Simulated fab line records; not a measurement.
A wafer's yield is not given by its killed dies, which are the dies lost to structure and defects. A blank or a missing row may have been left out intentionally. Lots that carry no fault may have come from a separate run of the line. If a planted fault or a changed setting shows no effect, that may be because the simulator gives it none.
fab line records / flow n5_finfet
record: lots: 11 wafers: 33 last_day: 17
route steps=1938 shown BEOL_M5@1154
lots that met no fault: from a run of the same line without faults
start_h: the number of hours between the record's first day and the start of the first shown wafer of the lot / wait_h: hours from the lot's prior step to this one / " unchanged from the row above / L1.1+2: a row that stands for several wafers / - no value, or no start given / * or withheld: withheld / < > ~ a bound
route shown NAME@n: names a module that has steps shown in the file, with the first one's number in the route / usual: mean/standard deviation taken from wafers without a fault / same: alike in all rows / chamber/n: place in a boat / sites: readings site by site / _std_site: the standard deviation of these / _edge_site: outer sites' mean less inner sites' / radius_mm: for every site, how far away it sits from the centre of the wafer / mask NAME#n: copy n / behind: the last tool/chamber to shape the wafer / hold: why the lot went on hold/how many hours it stayed there/how the hold came to an end / device: which transistor (n, p or np) failed to switch / end of line: at the end of the route, the tests of the same wafers / for a step that has no rows: nothing shown but its recipe / killed: the dies lost at the first sort to structure and to defects; this is not the yield of the wafer / map: dies across one wafer; x = killed, . = not, _ = none there
set.NAME: the setting as run; set.NAME@STEP: as run at that earlier step / model.NAME: the simulator's own value behind a step, which no gauge read
the route's steps for a sample of lots (tables are steps, rows are wafers)
services: the hour from which a tool's chamber was out of use, counted from the record's first day as start_h (under 0 if before that day), plus the number of hours and why
== steps ==
step: N5_BEOL_M5_ETCH_68
recipe: chemistry: N2/H2 target: SOC target_depth_a: 800 overetch_a: 160 mask_material: SiARC temp_c: 40 time_s: 120 ion_energy_ev: 200 pressure_mtorr: 30 source_w: 840 bias_w: 150 n2_flow_sccm: 200 h2_flow_sccm: 200
usual: chamber_pressure_mTorr: 29.999/0.026 drypump_motor_current_A: 5.5/0.4 oes_product_au: 0.61/0.051 rf_vpp_V: 524.4/2.7 showerhead_plenum_p_Torr: 2.57/0.1 throttle_valve_pct: 17.77/0.22
same: time_s: 120
lot.wafer=L903.1 tool=rie_diel-05 chamber=3 start_h=162.17 wait_h=0.0 chamber_pressure_mTorr=29.980 drypump_motor_current_A=5.2 oes_product_au=0.66 rf_hours_counter_h=40 rf_vpp_V=525.7 showerhead_plenum_p_Torr=2.61 throttle_valve_pct=17.89
lot.wafer=L903.2 tool=rie_diel-05 chamber=1 start_h=162.17 wait_h=0.0 chamber_pressure_mTorr=30.032 drypump_motor_current_A=5.8 oes_product_au=0.69 rf_hours_counter_h=33 rf_vpp_V=524.4 showerhead_plenum_p_Torr=2.61 throttle_valve_pct=18.03
lot.wafer=L903.4 tool=rie_diel-05 chamber=0 start_h=162.17 wait_h=0.0 chamber_pressure_mTorr=30.003 drypump_motor_current_A=6.1 oes_product_au=0.65 rf_hours_counter_h=64 rf_vpp_V=525.2 showerhead_plenum_p_Torr=2.59 throttle_valve_pct=17.68
lot.wafer=L905.1 tool=rie_diel-02 chamber=2 start_h=178.24 wait_h=0.0 chamber_pressure_mTorr=30.009 drypump_motor_current_A=5.9 oes_product_au=0.56 rf_hours_counter_h=200 rf_vpp_V=523.4 showerhead_plenum_p_Torr=2.51 throttle_valve_pct=17.90
lot.wafer=L905.2 tool=rie_diel-02 chamber=0 start_h=178.24 wait_h=0.0 chamber_pressure_mTorr=30.018 drypump_motor_current_A=5.0 oes_product_au=0.57 rf_hours_counter_h=170 rf_vpp_V=523.8 showerhead_plenum_p_Torr=2.51 throttle_valve_pct=17.63
lot.wafer=L905.4 tool=rie_diel-02 chamber=3 start_h=178.24 wait_h=0.0 chamber_pressure_mTorr=30.020 drypump_motor_current_A=5.5 oes_product_au=0.57 rf_hours_counter_h=149 rf_vpp_V=527.8 showerhead_plenum_p_Torr=2.66 throttle_valve_pct=18.03
lot.wafer=L906.1 tool=rie_diel-05 chamber=2 start_h=187.51 wait_h=0.0 chamber_pressure_mTorr=30.008 drypump_motor_current_A=5.1 oes_product_au=0.64 rf_hours_counter_h=70 rf_vpp_V=527.4 showerhead_plenum_p_Torr=2.70 throttle_valve_pct=17.71
lot.wafer=L906.2 tool=rie_diel-05 chamber=1 start_h=187.51 wait_h=0.0 chamber_pressure_mTorr=29.958 drypump_motor_current_A=5.8 oes_product_au=0.68 rf_hours_counter_h=40 rf_vpp_V=525.5 showerhead_plenum_p_Torr=2.61 throttle_valve_pct=18.05
lot.wafer=L906.5 tool=rie_diel-05 chamber=1 start_h=187.51 wait_h=0.0 chamber_pressure_mTorr=30.025 drypump_motor_current_A=5.8 oes_product_au=0.68 rf_hours_counter_h=- rf_vpp_V=525.6 showerhead_plenum_p_Torr=2.61 throttle_valve_pct=18.04
lot.wafer=L909.1 tool=rie_diel-02 chamber=1 start_h=206.15 wait_h=0.0 chamber_pressure_mTorr=29.965 drypump_motor_current_A=6.0 oes_product_au=0.59 rf_hours_counter_h=154 rf_vpp_V=521.0 showerhead_plenum_p_Torr=2.42 throttle_valve_pct=17.45
lot.wafer=L909.2 tool=rie_diel-02 chamber=0 start_h=206.15 wait_h=0.0 chamber_pressure_mTorr=29.992 drypump_motor_current_A=5.0 oes_product_au=0.57 rf_hours_counter_h=178 rf_vpp_V=522.4 showerhead_plenum_p_Torr=2.51 throttle_valve_pct=17.65
lot.wafer=L909.4 tool=rie_diel-02 chamber=2 start_h=206.15 wait_h=0.0 chamber_pressure_mTorr=30.038 drypump_motor_current_A=5.9 oes_product_au=0.54 rf_hours_counter_h=208 rf_vpp_V=521.4 showerhead_plenum_p_Torr=2.51 throttle_valve_pct=17.91
lot.wafer=L911.1 tool=rie_diel-06 chamber=1 start_h=212.51 wait_h=0.0 chamber_pressure_mTorr=29.978 drypump_motor_current_A=4.7 oes_product_au=0.52 rf_hours_counter_h=242 rf_vpp_V=524.2 showerhead_plenum_p_Torr=2.49 throttle_valve_pct=17.79
lot.wafer=L911.2 tool=rie_diel-06 chamber=3 start_h=212.51 wait_h=0.0 chamber_pressure_mTorr=30.012 drypump_motor_current_A=5.9 oes_product_au=0.60 rf_hours_counter_h=149 rf_vpp_V=518.1 showerhead_plenum_p_Torr=2.33 throttle_valve_pct=17.41
lot.wafer=L911.6 tool=rie_diel-06 chamber=0 start_h=212.51 wait_h=0.0 chamber_pressure_mTorr=29.999 drypump_motor_current_A=5.7 oes_product_au=0.72 rf_hours_counter_h=- rf_vpp_V=525.4 showerhead_plenum_p_Torr=2.60 throttle_valve_pct=17.49
lot.wafer=L916.1 tool=rie_diel-05 chamber=3 start_h=249.29 wait_h=0.0 chamber_pressure_mTorr=30.022 drypump_motor_current_A=5.2 oes_product_au=0.64 rf_hours_counter_h=66 rf_vpp_V=522.9 showerhead_plenum_p_Torr=2.60 throttle_valve_pct=17.95
lot.wafer=L916.4 tool=rie_diel-05 chamber=1 start_h=249.29 wait_h=0.0 chamber_pressure_mTorr=29.940 drypump_motor_current_A=5.8 oes_product_au=0.66 rf_hours_counter_h=60 rf_vpp_V=523.7 showerhead_plenum_p_Torr=2.60 throttle_valve_pct=18.08
lot.wafer=L916.5 tool=rie_diel-05 chamber=1 start_h=249.29 wait_h=0.0 chamber_pressure_mTorr=30.058 drypump_motor_current_A=5.8 oes_product_au=0.66 rf_hours_counter_h=- rf_vpp_V=523.0 showerhead_plenum_p_Torr=2.60 throttle_valve_pct=18.08
lot.wafer=L917.1 tool=rie_diel-06 chamber=3 start_h=256.18 wait_h=0.0 chamber_pressure_mTorr=30.016 drypump_motor_current_A=5.9 oes_product_au=0.59 rf_hours_counter_h=164 rf_vpp_V=516.7 showerhead_plenum_p_Torr=2.32 throttle_valve_pct=17.43
lot.wafer=L917.3 tool=rie_diel-06 chamber=0 start_h=256.18 wait_h=0.0 chamber_pressure_mTorr=30.048 drypump_motor_current_A=5.6 oes_product_au=0.68 rf_hours_counter_h=39 rf_vpp_V=524.3 showerhead_plenum_p_Torr=2.59 throttle_valve_pct=17.53
lot.wafer=L917.6 tool=rie_diel-06 chamber=0 start_h=256.18 wait_h=0.0 chamber_pressure_mTorr=30.003 drypump_motor_current_A=5.7 oes_product_au=0.68 rf_hours_counter_h=- rf_vpp_V=524.9 showerhead_plenum_p_Torr=2.59 throttle_valve_pct=17.54
lot.wafer=L920.2 tool=rie_diel-05 chamber=1 start_h=265.06 wait_h=0.0 chamber_pressure_mTorr=30.016 drypump_motor_current_A=5.8 oes_product_au=0.66 rf_hours_counter_h=65 rf_vpp_V=524.1 showerhead_plenum_p_Torr=2.60 throttle_valve_pct=18.09
lot.wafer=L920.3 tool=rie_diel-05 chamber=0 start_h=265.06 wait_h=0.0 chamber_pressure_mTorr=30.021 drypump_motor_current_A=6.1 oes_product_au=0.61 rf_hours_counter_h=94 rf_vpp_V=524.6 showerhead_plenum_p_Torr=2.58 throttle_valve_pct=17.75
lot.wafer=L920.5 tool=rie_diel-05 chamber=3 start_h=265.06 wait_h=0.0 chamber_pressure_mTorr=30.034 drypump_motor_current_A=5.2 oes_product_au=0.64 rf_hours_counter_h=- rf_vpp_V=524.9 showerhead_plenum_p_Torr=2.60 throttle_valve_pct=17.94
lot.wafer=L924.1 tool=rie_diel-02 chamber=2 start_h=299.10 wait_h=0.0 chamber_pressure_mTorr=29.996 drypump_motor_current_A=5.9 oes_product_au=0.54 rf_hours_counter_h=238 rf_vpp_V=523.2 showerhead_plenum_p_Torr=2.49 throttle_valve_pct=17.98
lot.wafer=L924.3 tool=rie_diel-02 chamber=3 start_h=299.10 wait_h=0.0 chamber_pressure_mTorr=30.004 drypump_motor_current_A=5.5 oes_product_au=0.55 rf_hours_counter_h=185 rf_vpp_V=525.9 showerhead_plenum_p_Torr=2.65 throttle_valve_pct=18.09
lot.wafer=L924.5 tool=rie_diel-02 chamber=0 start_h=299.10 wait_h=0.0 chamber_pressure_mTorr=30.005 drypump_motor_current_A=5.1 oes_product_au=0.55 rf_hours_counter_h=- rf_vpp_V=523.0 showerhead_plenum_p_Torr=2.50 throttle_valve_pct=17.71
lot.wafer=L926.2 tool=rie_diel-02 chamber=1 start_h=306.35 wait_h=0.0 chamber_pressure_mTorr=29.970 drypump_motor_current_A=6.1 oes_product_au=0.57 rf_hours_counter_h=186 rf_vpp_V=521.6 showerhead_plenum_p_Torr=2.41 throttle_valve_pct=17.51
lot.wafer=L926.3 tool=rie_diel-02 chamber=2 start_h=306.35 wait_h=0.0 chamber_pressure_mTorr=29.979 drypump_motor_current_A=5.9 oes_product_au=0.54 rf_hours_counter_h=240 rf_vpp_V=523.5 showerhead_plenum_p_Torr=2.49 throttle_valve_pct=17.98
lot.wafer=L926.4 tool=rie_diel-02 chamber=3 start_h=306.35 wait_h=0.0 chamber_pressure_mTorr=29.946 drypump_motor_current_A=5.5 oes_product_au=0.55 rf_hours_counter_h=187 rf_vpp_V=525.5 showerhead_plenum_p_Torr=2.65 throttle_valve_pct=18.10
lot.wafer=L925.2 tool=rie_diel-02 chamber=2 start_h=307.42 wait_h=0.0 chamber_pressure_mTorr=29.988 drypump_motor_current_A=5.9 oes_product_au=0.54 rf_hours_counter_h=240 rf_vpp_V=523.5 showerhead_plenum_p_Torr=2.49 throttle_valve_pct=17.96
lot.wafer=L925.4 tool=rie_diel-02 chamber=3 start_h=307.42 wait_h=0.0 chamber_pressure_mTorr=30.014 drypump_motor_current_A=5.5 oes_product_au=0.55 rf_hours_counter_h=188 rf_vpp_V=526.0 showerhead_plenum_p_Torr=2.65 throttle_valve_pct=18.07
lot.wafer=L925.6 tool=rie_diel-02 chamber=2 start_h=307.42 wait_h=0.0 chamber_pressure_mTorr=29.985 drypump_motor_current_A=5.9 oes_product_au=0.54 rf_hours_counter_h=- rf_vpp_V=522.5 showerhead_plenum_p_Torr=2.49 throttle_valve_pct=17.97
step: N5_BEOL_M5_SURFACE_TREAT_87
recipe: gas: Ar time_s: * ion_energy_ev: * ion_current_ma_cm2: 0.5 pressure_mtorr: * ar_flow_sccm: 30
usual: throttle_valve_pct: *
same: time_s: *
lot.wafer=L903.1 tool=pvd_sputter-03 chamber=- start_h=164.33 wait_h=0.2 throttle_valve_pct=*
lot.wafer=L903.2 tool=pvd_sputter-03 chamber=- start_h=164.33 wait_h=0.2 throttle_valve_pct=*
lot.wafer=L903.4 tool=pvd_sputter-03 chamber=- start_h=164.33 wait_h=0.2 throttle_valve_pct=*
lot.wafer=L905.1 tool=pvd_sputter-03 chamber=- start_h=180.05 wait_h=0.3 throttle_valve_pct=*
lot.wafer=L905.2 tool=pvd_sputter-03 chamber=- start_h=180.05 wait_h=0.3 throttle_valve_pct=*
lot.wafer=L905.4 tool=pvd_sputter-03 chamber=- start_h=180.05 wait_h=0.3 throttle_valve_pct=*
lot.wafer=L906.1 tool=pvd_sputter-02 chamber=- start_h=188.93 wait_h=0.1 throttle_valve_pct=*
lot.wafer=L906.2 tool=pvd_sputter-02 chamber=- start_h=188.93 wait_h=0.1 throttle_valve_pct=*
lot.wafer=L906.5 tool=pvd_sputter-02 chamber=- start_h=188.93 wait_h=0.1 throttle_valve_pct=*
lot.wafer=L909.1 tool=pvd_sputter-02 chamber=- start_h=207.61 wait_h=0.2 throttle_valve_pct=*
lot.wafer=L909.2 tool=pvd_sputter-02 chamber=- start_h=207.61 wait_h=0.2 throttle_valve_pct=*
lot.wafer=L909.4 tool=pvd_sputter-02 chamber=- start_h=207.61 wait_h=0.2 throttle_valve_pct=*
lot.wafer=L911.1 tool=pvd_sputter-03 chamber=- start_h=215.37 wait_h=0.2 throttle_valve_pct=*
lot.wafer=L911.2 tool=pvd_sputter-03 chamber=- start_h=215.37 wait_h=0.2 throttle_valve_pct=*
lot.wafer=L911.6 tool=pvd_sputter-03 chamber=- start_h=215.37 wait_h=0.2 throttle_valve_pct=*
lot.wafer=L916.1 tool=pvd_sputter-02 chamber=- start_h=250.97 wait_h=0.2 throttle_valve_pct=*
lot.wafer=L916.4 tool=pvd_sputter-02 chamber=- start_h=250.97 wait_h=0.2 throttle_valve_pct=*
lot.wafer=L916.5 tool=pvd_sputter-02 chamber=- start_h=250.97 wait_h=0.2 throttle_valve_pct=*
lot.wafer=L917.1 tool=pvd_sputter-03 chamber=- start_h=257.62 wait_h=0.3 throttle_valve_pct=*
lot.wafer=L917.3 tool=pvd_sputter-03 chamber=- start_h=257.62 wait_h=0.3 throttle_valve_pct=*
lot.wafer=L917.6 tool=pvd_sputter-03 chamber=- start_h=257.62 wait_h=0.3 throttle_valve_pct=*
lot.wafer=L920.2 tool=pvd_sputter-02 chamber=- start_h=266.44 wait_h=0.2 throttle_valve_pct=*
lot.wafer=L920.3 tool=pvd_sputter-02 chamber=- start_h=266.44 wait_h=0.2 throttle_valve_pct=*
lot.wafer=L920.5 tool=pvd_sputter-02 chamber=- start_h=266.44 wait_h=0.2 throttle_valve_pct=*
lot.wafer=L924.1 tool=pvd_sputter-01 chamber=- start_h=300.46 wait_h=0.1 throttle_valve_pct=*
lot.wafer=L924.3 tool=pvd_sputter-01 chamber=- start_h=300.46 wait_h=0.1 throttle_valve_pct=*
lot.wafer=L924.5 tool=pvd_sputter-01 chamber=- start_h=300.46 wait_h=0.1 throttle_valve_pct=*
lot.wafer=L926.2 tool=pvd_sputter-01 chamber=- start_h=308.14 wait_h=0.1 throttle_valve_pct=*
lot.wafer=L926.3 tool=pvd_sputter-01 chamber=- start_h=308.14 wait_h=0.1 throttle_valve_pct=*
lot.wafer=L926.4 tool=pvd_sputter-01 chamber=- start_h=308.14 wait_h=0.1 throttle_valve_pct=*
lot.wafer=L925.2 tool=pvd_sputter-02 chamber=- start_h=309.01 wait_h=0.2 throttle_valve_pct=*
lot.wafer=L925.4 tool=pvd_sputter-02 chamber=- start_h=309.01 wait_h=0.2 throttle_valve_pct=*
lot.wafer=L925.6 tool=pvd_sputter-02 chamber=- start_h=309.01 wait_h=0.2 throttle_valve_pct=*
step: N5_BEOL_M5_ANNEAL_49
recipe: temp_c: 400 time_s: 1800 ambient: vacuum
usual: heater_power_w: 816/100
same: time_s: 1800
lot.wafer=L903.1 tool=pvd_sputter-03 chamber=- start_h=164.65 wait_h=0.0 heater_power_w=1038
lot.wafer=L903.2 tool=pvd_sputter-03 chamber=- start_h=164.65 wait_h=0.0 heater_power_w=770
lot.wafer=L903.4 tool=pvd_sputter-03 chamber=- start_h=164.65 wait_h=0.0 heater_power_w=833
lot.wafer=L905.1 tool=pvd_sputter-03 chamber=- start_h=180.45 wait_h=0.0 heater_power_w=1051
lot.wafer=L905.2 tool=pvd_sputter-03 chamber=- start_h=180.45 wait_h=0.0 heater_power_w=731
lot.wafer=L905.4 tool=pvd_sputter-03 chamber=- start_h=180.45 wait_h=0.0 heater_power_w=845
lot.wafer=L906.1 tool=pvd_sputter-02 chamber=- start_h=189.25 wait_h=0.0 heater_power_w=692
lot.wafer=L906.2 tool=pvd_sputter-02 chamber=- start_h=189.25 wait_h=0.0 heater_power_w=872
lot.wafer=L906.5 tool=pvd_sputter-02 chamber=- start_h=189.25 wait_h=0.0 heater_power_w=885
lot.wafer=L909.1 tool=pvd_sputter-01 chamber=- start_h=207.96 wait_h=0.0 heater_power_w=867
lot.wafer=L909.2 tool=pvd_sputter-01 chamber=- start_h=207.96 wait_h=0.0 heater_power_w=729
lot.wafer=L909.4 tool=pvd_sputter-01 chamber=- start_h=207.96 wait_h=0.0 heater_power_w=928
lot.wafer=L911.1 tool=pvd_sputter-01 chamber=- start_h=215.69 wait_h=0.0 heater_power_w=723
lot.wafer=L911.2 tool=pvd_sputter-01 chamber=- start_h=215.69 wait_h=0.0 heater_power_w=750
lot.wafer=L911.6 tool=pvd_sputter-01 chamber=- start_h=215.69 wait_h=0.0 heater_power_w=850
lot.wafer=L916.1 tool=pvd_sputter-01 chamber=- start_h=251.39 wait_h=0.0 heater_power_w=894
lot.wafer=L916.4 tool=pvd_sputter-01 chamber=- start_h=251.39 wait_h=0.0 heater_power_w=695
lot.wafer=L916.5 tool=pvd_sputter-01 chamber=- start_h=251.39 wait_h=0.0 heater_power_w=734
lot.wafer=L917.1 tool=pvd_sputter-02 chamber=- start_h=258.09 wait_h=0.0 heater_power_w=715
lot.wafer=L917.3 tool=pvd_sputter-02 chamber=- start_h=258.09 wait_h=0.0 heater_power_w=729
lot.wafer=L917.6 tool=pvd_sputter-02 chamber=- start_h=258.09 wait_h=0.0 heater_power_w=731
lot.wafer=L920.2 tool=pvd_sputter-03 chamber=- start_h=266.84 wait_h=0.0 heater_power_w=862
lot.wafer=L920.3 tool=pvd_sputter-03 chamber=- start_h=266.84 wait_h=0.0 heater_power_w=1080
lot.wafer=L920.5 tool=pvd_sputter-03 chamber=- start_h=266.84 wait_h=0.0 heater_power_w=1057
lot.wafer=L924.1 tool=pvd_sputter-03 chamber=- start_h=300.76 wait_h=0.0 heater_power_w=1050
lot.wafer=L924.3 tool=pvd_sputter-03 chamber=- start_h=300.76 wait_h=0.0 heater_power_w=853
lot.wafer=L924.5 tool=pvd_sputter-03 chamber=- start_h=300.76 wait_h=0.0 heater_power_w=767
lot.wafer=L926.2 tool=pvd_sputter-01 chamber=- start_h=308.48 wait_h=0.0 heater_power_w=752
lot.wafer=L926.3 tool=pvd_sputter-01 chamber=- start_h=308.48 wait_h=0.0 heater_power_w=910
lot.wafer=L926.4 tool=pvd_sputter-01 chamber=- start_h=308.48 wait_h=0.0 heater_power_w=713
lot.wafer=L925.2 tool=pvd_sputter-02 chamber=- start_h=309.43 wait_h=0.0 heater_power_w=702
lot.wafer=L925.4 tool=pvd_sputter-02 chamber=- start_h=309.43 wait_h=0.0 heater_power_w=903
lot.wafer=L925.6 tool=pvd_sputter-02 chamber=- start_h=309.43 wait_h=0.0 heater_power_w=873
step: N5_BEOL_M5_SPUTTER_81
recipe: material: Cu target_thk_a: 150 temp_c: -20 chamber_pressure_pa: 0.07 power_w: withheld time_s: 27.62
usual: chamber_pressure_pa: 0.07/0.00013 throttle_valve_pct: 29.7/0.97
same: time_s: 27.62
lot.wafer=L903.1 tool=pvd_sputter-03 chamber=- start_h=165.66 wait_h=0.5 chamber_pressure_pa=0.07005 throttle_valve_pct=27.6
lot.wafer=L903.2 tool=pvd_sputter-03 chamber=- start_h=165.66 wait_h=0.5 chamber_pressure_pa=0.0699 throttle_valve_pct=29.6
lot.wafer=L903.4 tool=pvd_sputter-03 chamber=- start_h=165.66 wait_h=0.5 chamber_pressure_pa=0.07034 throttle_valve_pct=29.6
lot.wafer=L905.1 tool=pvd_sputter-03 chamber=- start_h=181.46 wait_h=0.5 chamber_pressure_pa=0.06988 throttle_valve_pct=27.5
lot.wafer=L905.2 tool=pvd_sputter-03 chamber=- start_h=181.46 wait_h=0.5 chamber_pressure_pa=0.07008 throttle_valve_pct=30.5
lot.wafer=L905.4 tool=pvd_sputter-03 chamber=- start_h=181.46 wait_h=0.5 chamber_pressure_pa=0.06973 throttle_valve_pct=29.7
lot.wafer=L906.1 tool=pvd_sputter-02 chamber=- start_h=190.25 wait_h=0.5 chamber_pressure_pa=0.07012 throttle_valve_pct=31.2
lot.wafer=L906.2 tool=pvd_sputter-02 chamber=- start_h=190.25 wait_h=0.5 chamber_pressure_pa=0.07004 throttle_valve_pct=29.0
lot.wafer=L906.5 tool=pvd_sputter-02 chamber=- start_h=190.25 wait_h=0.5 chamber_pressure_pa=0.07016 throttle_valve_pct=29.0
lot.wafer=L909.1 tool=pvd_sputter-01 chamber=- start_h=208.97 wait_h=0.5 chamber_pressure_pa=0.07009 throttle_valve_pct=28.4
lot.wafer=L909.2 tool=pvd_sputter-01 chamber=- start_h=208.97 wait_h=0.5 chamber_pressure_pa=0.07023 throttle_valve_pct=30.2
lot.wafer=L909.4 tool=pvd_sputter-01 chamber=- start_h=208.97 wait_h=0.5 chamber_pressure_pa=0.0699 throttle_valve_pct=30.1
lot.wafer=L911.1 tool=pvd_sputter-01 chamber=- start_h=216.70 wait_h=0.5 chamber_pressure_pa=0.0701 throttle_valve_pct=30.4
lot.wafer=L911.2 tool=pvd_sputter-01 chamber=- start_h=216.70 wait_h=0.5 chamber_pressure_pa=0.06644 throttle_valve_pct=31.2
lot.wafer=L911.6 tool=pvd_sputter-01 chamber=- start_h=216.70 wait_h=0.5 chamber_pressure_pa=0.06995 throttle_valve_pct=28.4
lot.wafer=L916.1 tool=pvd_sputter-01 chamber=- start_h=252.40 wait_h=0.5 chamber_pressure_pa=0.07005 throttle_valve_pct=30.3
lot.wafer=L916.4 tool=pvd_sputter-01 chamber=- start_h=252.40 wait_h=0.5 chamber_pressure_pa=0.07008 throttle_valve_pct=29.8
lot.wafer=L916.5 tool=pvd_sputter-01 chamber=- start_h=252.40 wait_h=0.5 chamber_pressure_pa=0.06621 throttle_valve_pct=31.4
lot.wafer=L917.1 tool=pvd_sputter-02 chamber=- start_h=259.10 wait_h=0.5 chamber_pressure_pa=0.06989 throttle_valve_pct=29.7
lot.wafer=L917.3 tool=pvd_sputter-02 chamber=- start_h=259.10 wait_h=0.5 chamber_pressure_pa=0.06978 throttle_valve_pct=28.9
lot.wafer=L917.6 tool=pvd_sputter-02 chamber=- start_h=259.10 wait_h=0.5 chamber_pressure_pa=0.07007 throttle_valve_pct=28.9
lot.wafer=L920.2 tool=pvd_sputter-03 chamber=- start_h=267.85 wait_h=0.5 chamber_pressure_pa=0.07003 throttle_valve_pct=29.9
lot.wafer=L920.3 tool=pvd_sputter-03 chamber=- start_h=267.85 wait_h=0.5 chamber_pressure_pa=0.06983 throttle_valve_pct=27.7
lot.wafer=L920.5 tool=pvd_sputter-03 chamber=- start_h=267.85 wait_h=0.5 chamber_pressure_pa=0.06982 throttle_valve_pct=27.5
lot.wafer=L924.1 tool=pvd_sputter-03 chamber=- start_h=301.76 wait_h=0.5 chamber_pressure_pa=0.07018 throttle_valve_pct=27.7
lot.wafer=L924.3 tool=pvd_sputter-03 chamber=- start_h=301.76 wait_h=0.5 chamber_pressure_pa=0.07011 throttle_valve_pct=29.7
lot.wafer=L924.5 tool=pvd_sputter-03 chamber=- start_h=301.76 wait_h=0.5 chamber_pressure_pa=0.07027 throttle_valve_pct=29.7
lot.wafer=L926.2 tool=pvd_sputter-01 chamber=- start_h=309.49 wait_h=0.5 chamber_pressure_pa=0.07002 throttle_valve_pct=30.7
lot.wafer=L926.3 tool=pvd_sputter-01 chamber=- start_h=309.49 wait_h=0.5 chamber_pressure_pa=0.07009 throttle_valve_pct=30.4
lot.wafer=L926.4 tool=pvd_sputter-01 chamber=- start_h=309.49 wait_h=0.5 chamber_pressure_pa=0.07003 throttle_valve_pct=30.3
lot.wafer=L925.2 tool=pvd_sputter-02 chamber=- start_h=310.44 wait_h=0.5 chamber_pressure_pa=0.06977 throttle_valve_pct=28.8
lot.wafer=L925.4 tool=pvd_sputter-02 chamber=- start_h=310.44 wait_h=0.5 chamber_pressure_pa=0.06997 throttle_valve_pct=29.1
lot.wafer=L925.6 tool=pvd_sputter-02 chamber=- start_h=310.44 wait_h=0.5 chamber_pressure_pa=0.06998 throttle_valve_pct=29.3
== services ==
tool=rie_diel-05 chamber=2 start_h=208.68 hours=3.8 kind=repair
tool=rie_diel-05 chamber=0 start_h=221.63 hours=2.8 kind=repair
tool=rie_diel-06 chamber=1 start_h=237.52 hours=- kind=clean
tool=rie_diel-06 chamber=1 start_h=237.52 hours=- kind=consumable_replace:focus_ring
tool=rie_diel-06 chamber=1 start_h=237.52 hours=21.4 kind=scheduled_down
tool=rie_diel-06 chamber=1 start_h=237.52 hours=21.4 kind=vent_cycle
tool=rie_diel-06 chamber=3 start_h=272.94 hours=8.2 kind=repair
tool=rie_diel-05 chamber=2 start_h=292.50 hours=6.9 kind=repair
== key ==
first_sign: step: N5_BEOL_M5_SPUTTER_81 reading: chamber_pressure_pa direction: down sigmas: 28 usual: 0.07 struck: 0.06633
effect none on later readings
met_at N5_BEOL_M5_SPUTTER_81
struck_lots L911,L916
struck_wafers L911.2,L916.5
not_acting_at N5_BEOL_M5_ETCH_68,N5_BEOL_M5_SURFACE_TREAT_87,N5_BEOL_M5_ANNEAL_49
fault: kind: process_parameter_drift tool: pvd_sputter-01 chamber: - onset_h: 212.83 steps: N5_BEOL_M5_SPUTTER_81 channel: chamber_pressure_pa offset: -0.0036283 shape: step end_h: 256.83 acts_in: these_recipes_only stated: 0.07 scope: struck_wafers_only
